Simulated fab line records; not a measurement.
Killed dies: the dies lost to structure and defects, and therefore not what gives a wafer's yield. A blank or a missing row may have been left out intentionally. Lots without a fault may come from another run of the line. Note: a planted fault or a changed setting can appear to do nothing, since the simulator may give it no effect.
Matching of chambers ; flow n5_finfet ; N5_BEOL_M15_DESCUM_15 on rie_diel-06: 4 sister chambers
The step chemistry O2, time 7.9 s. 8 wafers are shown with their chamber, then 7 later ones without.

## WAFERS PAIRED WITH THEIR CHAMBERS
wafer;chamber;showerhead_plenum_p_Torr (Torr);drypump_motor_current_A (A)
L078.4;3;1.99;5.84
L085.3;0;2.03;5.54
L085.4;1;2.01;5.66
L089.1;1;2.00;5.63
L089.2;3;1.98;5.87
L089.6;2;2.25;5.33
L091.4;0;2.02;5.57
L091.5;2;2.25;5.33

## WAFERS MISSING THEIR CHAMBER
wafer;showerhead_plenum_p_Torr (Torr);drypump_motor_current_A (A)
L091.6;2.00;5.63
L092.1;2.24;5.33
L092.3;2.00;5.64
L092.4;2.02;5.55
L096.3;2.02;5.56
L096.5;2.02;5.55
L096.6;1.97;5.88

## WHICH CHAMBER EACH WENT THROUGH
wafer;from the rows above;in truth
L091.6;1;1
L092.1;2;2
L092.3;1;1
L092.4;0;0
L096.3;0;0
L096.5;0;0
L096.6;3;3
7 of 7 placed correctly. Not placeable from these rows: 0. 0 placed wrongly.
How it was worked out, from the rows above alone: a wafer's distance from a chamber is the root of the sum, over the readings, of the square of ((its reading less the chamber's mean) divided by the reading's scatter). The wafer belongs to the nearest chamber; if the next one is less than 2 further off, it can't be placed. A chamber's mean is the mean of its shown wafers. The scatter: take each reading less its chamber's mean, square it, sum over the shown wafers, divide by the number of wafers less the number of chambers, and take the root.
